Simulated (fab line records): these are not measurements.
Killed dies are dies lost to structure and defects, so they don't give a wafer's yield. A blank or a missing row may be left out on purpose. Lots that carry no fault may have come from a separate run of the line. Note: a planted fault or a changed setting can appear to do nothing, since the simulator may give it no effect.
Chamber matching :: flow nandHarc :: 4 sister chambers for NHARC_P_BONDPAD_ACTIVATE_29 on rieDiel-03
The step chemistry N2, time 60 s. 20 wafers are shown with their chamber, then 10 later ones without.

EACH WAFER AND ITS CHAMBER
wafer: L075.2
chamber: 1
drypumpMotorCurrentA (A): 5.76
oesProductAu (a.u.): 1.007
rfVppV (V): 62.9

wafer: L075.5
chamber: 1
drypumpMotorCurrentA (A): 5.76
oesProductAu (a.u.): 0.999
rfVppV (V): 63.9

wafer: L075.6
chamber: 2
drypumpMotorCurrentA (A): 5.58
oesProductAu (a.u.): 1.001
rfVppV (V): 64.5

wafer: L077.2
chamber: 2
drypumpMotorCurrentA (A): 5.56
oesProductAu (a.u.): 0.985
rfVppV (V): 64.2

wafer: L077.5
chamber: 2
drypumpMotorCurrentA (A): 5.57
oesProductAu (a.u.): 0.996
rfVppV (V): 63.5

wafer: L077.6
chamber: 1
drypumpMotorCurrentA (A): 5.74
oesProductAu (a.u.): 0.985
rfVppV (V): 61.8

wafer: L080.1
chamber: 3
drypumpMotorCurrentA (A): 5.68
oesProductAu (a.u.): 1.009
rfVppV (V): 63.8

wafer: L080.2
chamber: 2
drypumpMotorCurrentA (A): 5.57
oesProductAu (a.u.): 0.997
rfVppV (V): 65.4

wafer: L080.3
chamber: 1
drypumpMotorCurrentA (A): 5.76
oesProductAu (a.u.): 0.996
rfVppV (V): 65.0

wafer: L081.1
chamber: 1
drypumpMotorCurrentA (A): 5.75
oesProductAu (a.u.): 1.002
rfVppV (V): 64.9

wafer: L081.3
chamber: 2
drypumpMotorCurrentA (A): 5.57
oesProductAu (a.u.): 1.004
rfVppV (V): 63.1

wafer: L081.6
chamber: 1
drypumpMotorCurrentA (A): 5.78
oesProductAu (a.u.): 0.997
rfVppV (V): 65.0

wafer: L083.2
chamber: 1
drypumpMotorCurrentA (A): 5.76
oesProductAu (a.u.): 0.995
rfVppV (V): 62.9

wafer: L083.4
chamber: 0
drypumpMotorCurrentA (A): 5.74
oesProductAu (a.u.): 1.001
rfVppV (V): 65.3

wafer: L083.5
chamber: 1
drypumpMotorCurrentA (A): 5.75
oesProductAu (a.u.): 1.002
rfVppV (V): 63.8

wafer: L084.1
chamber: 2
drypumpMotorCurrentA (A): 5.58
oesProductAu (a.u.): 0.994
rfVppV (V): 66.0

wafer: L084.2
chamber: 1
drypumpMotorCurrentA (A): 5.77
oesProductAu (a.u.): 0.988
rfVppV (V): 65.7

wafer: L084.4
chamber: 3
drypumpMotorCurrentA (A): 5.67
oesProductAu (a.u.): 1.001
rfVppV (V): 63.7

wafer: L085.2
chamber: 1
drypumpMotorCurrentA (A): 5.77
oesProductAu (a.u.): 1.002
rfVppV (V): 64.9

wafer: L085.3
chamber: 0
drypumpMotorCurrentA (A): 5.77
oesProductAu (a.u.): 0.999
rfVppV (V): 64.5

SIGNATURES, as means of the wafers listed above
reading: drypumpMotorCurrentA
chamber 0: 5.7550
chamber 1: 5.7600
chamber 2: 5.5717
chamber 3: 5.6750
scatter within a chamber: 0.0111

reading: oesProductAu
chamber 0: 1.00000
chamber 1: 0.99730
chamber 2: 0.99617
chamber 3: 1.00500
scatter within a chamber: 0.00641

reading: rfVppV
chamber 0: 64.900
chamber 1: 64.080
chamber 2: 64.450
chamber 3: 63.750
scatter within a chamber: 1.12
Rule: a wafer lies at a distance from a chamber equal to the root of the sum of squares, over the readings, of (its reading less the chamber's mean, divided by the reading's scatter). The wafer belongs to the nearest chamber; if the next one is less than 2 further off, it can't be placed. How the scatter is found: for the shown wafers, subtract from each reading the mean of its chamber, square and add these, divide the total by (wafers less chambers), then take the root.

WAFERS WITH NO CHAMBER GIVEN
wafer: L085.4
drypumpMotorCurrentA (A): 5.57
oesProductAu (a.u.): 0.993
rfVppV (V): 64.6

wafer: L092.1
drypumpMotorCurrentA (A): 5.78
oesProductAu (a.u.): 1.011
rfVppV (V): 65.3

wafer: L092.4
drypumpMotorCurrentA (A): 5.65
oesProductAu (a.u.): 1.007
rfVppV (V): 64.0

wafer: L092.6
drypumpMotorCurrentA (A): 5.76
oesProductAu (a.u.): 1.014
rfVppV (V): 62.4

wafer: L095.1
drypumpMotorCurrentA (A): 5.56
oesProductAu (a.u.): 1.005
rfVppV (V): 65.8

wafer: L095.4
drypumpMotorCurrentA (A): 5.74
oesProductAu (a.u.): 1.000
rfVppV (V): 65.0

wafer: L095.5
drypumpMotorCurrentA (A): 5.58
oesProductAu (a.u.): 0.995
rfVppV (V): 64.9

wafer: L097.3
drypumpMotorCurrentA (A): 5.75
oesProductAu (a.u.): 1.009
rfVppV (V): 66.5

wafer: L097.4
drypumpMotorCurrentA (A): 5.65
oesProductAu (a.u.): 0.988
rfVppV (V): 62.5

wafer: L097.6
drypumpMotorCurrentA (A): 5.74
oesProductAu (a.u.): 0.995
rfVppV (V): 64.3

THE CHAMBER EACH PASSED THROUGH
wafer: L085.4
from the rows above: 2
in truth: 2

wafer: L092.1
from the rows above: can't be placed: 0 or 1
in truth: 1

wafer: L092.4
from the rows above: 3
in truth: 3

wafer: L092.6
from the rows above: can't be placed: 1 or 0
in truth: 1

wafer: L095.1
from the rows above: 2
in truth: 2

wafer: L095.4
from the rows above: can't be placed: 0 or 1
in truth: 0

wafer: L095.5
from the rows above: 2
in truth: 2

wafer: L097.3
from the rows above: can't be placed: 0 or 1
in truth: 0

wafer: L097.4
from the rows above: 3
in truth: 3

wafer: L097.6
from the rows above: can't be placed: 0 or 1
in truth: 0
Placed correctly: 5 of 10. From these rows, 5 cannot be placed; in 5 the true chamber is one of the candidates. Number placed wrongly: 0.
